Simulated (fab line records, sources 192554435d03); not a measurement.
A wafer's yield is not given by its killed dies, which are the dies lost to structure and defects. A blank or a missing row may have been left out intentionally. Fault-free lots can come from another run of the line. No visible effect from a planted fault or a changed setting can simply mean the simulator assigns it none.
Chamber matching | flow n5 finfet | 4 sister chambers for N5_BEOL_M6_ETCH_62 on rie diel-02
The step etches SOC in N2/H2, target depth 110 nm, overetch 22 nm, time 165 s. 7 wafers are shown with their chamber, then 8 later ones without.

== EACH WAFER AND ITS CHAMBER ==
wafer  | chamber | throttle valve pct (%) | drypump motor current A (A)
L074.6 | 3       | 18.45                  | 5.1
L079.4 | 1       | 18.14                  | 5.5
L086.2 | 3       | 18.48                  | 5.1
L088.2 | 2       | 18.01                  | 6.5
L088.3 | 0       | 17.55                  | 5.3
L088.5 | 0       | 17.56                  | 5.2
L092.1 | 2       | 18.02                  | 6.4

== WAFERS MISSING THEIR CHAMBER ==
wafer  | throttle valve pct (%) | drypump motor current A (A)
L092.4 | 18.09                  | 5.1
L092.6 | 18.03                  | 6.5
L093.1 | 18.10                  | 5.1
L093.4 | 17.58                  | 5.3
L093.5 | 18.10                  | 5.1
L096.2 | 18.04                  | 6.5
L096.3 | 17.77                  | 5.5
L096.6 | 17.79                  | 5.5

== THE CHAMBER EACH PASSED THROUGH ==
wafer  | from the rows above | in truth
L092.4 | 1                   | 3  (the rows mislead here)
L092.6 | 2                   | 2
L093.1 | 1                   | 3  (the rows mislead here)
L093.4 | 0                   | 0
L093.5 | 1                   | 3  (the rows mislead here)
L096.2 | 2                   | 2
L096.3 | 0                   | 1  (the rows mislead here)
L096.6 | 0                   | 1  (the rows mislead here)
3 of 8 placed correctly. Can't be placed from these rows: 0. 5 placed wrongly.
How it was worked out, from the rows above alone: a wafer's distance from a chamber is the root of the sum, over the readings, of the square of ((its reading less the chamber's mean) divided by the reading's scatter). If the next closest chamber is less than 2 further off than the closest, the wafer can't be placed; otherwise it belongs to the closest. A chamber's mean is the mean of its shown wafers. The scatter: take each reading less its chamber's mean, square it, sum over the shown wafers, divide by the number of wafers less the number of chambers, and take the root.
